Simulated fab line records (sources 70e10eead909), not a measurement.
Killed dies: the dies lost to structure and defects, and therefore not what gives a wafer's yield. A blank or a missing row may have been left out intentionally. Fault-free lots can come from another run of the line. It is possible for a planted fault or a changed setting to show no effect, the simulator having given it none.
Chamber matching    flow nand-harc    NHARC_A_STAIRCASE_CMP_152 on cmp-04 has 4 sister chambers
The step polishes. 8 wafers are shown with their chamber, then 9 later ones without.

== WAFERS WITH THEIR CHAMBER ==
wafer   chamber  motor-current-A (A)
L076.5  1        11.7
L084.1  3        11.8
L087.1  1        12.0
L087.3  0        13.0
L087.5  0        12.6
L092.2  3        11.9
L092.4  2        10.4
L092.5  2        9.7

== WAFERS WITH NO CHAMBER GIVEN ==
wafer   motor-current-A (A)
L090.1  12.8
L090.2  12.3
L090.6  12.0
L095.1  10.4
L095.2  11.9
L095.4  12.7
L097.1  12.1
L097.5  12.8
L097.6  12.0

== EACH ONE'S CHAMBER ==
wafer   from the rows above           in truth
L090.1  0                             0
L090.2  can't be placed: 3 or 1 or 0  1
L090.6  can't be placed: 3 or 1       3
L095.1  2                             2
L095.2  can't be placed: 3 or 1       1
L095.4  0                             0
L097.1  can't be placed: 3 or 1 or 0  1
L097.5  0                             0
L097.6  can't be placed: 3 or 1       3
4 of 9 placed correctly. Cannot be placed on the basis of these rows: 5; the candidates contain the true chamber in 5. Number placed wrongly: 0.
How it was worked out, from the rows above alone: a wafer's distance from a chamber is the root of the sum, over the readings, of the square of ((its reading less the chamber's mean) divided by the reading's scatter). The wafer belongs to the nearest chamber; if the next one is less than 2 further off, it can't be placed. Each chamber's mean is taken over the wafers shown for it. The scatter is the square root of a quotient: the sum, over the shown wafers, of each reading's squared deviation from its chamber's mean, divided by wafers minus chambers.
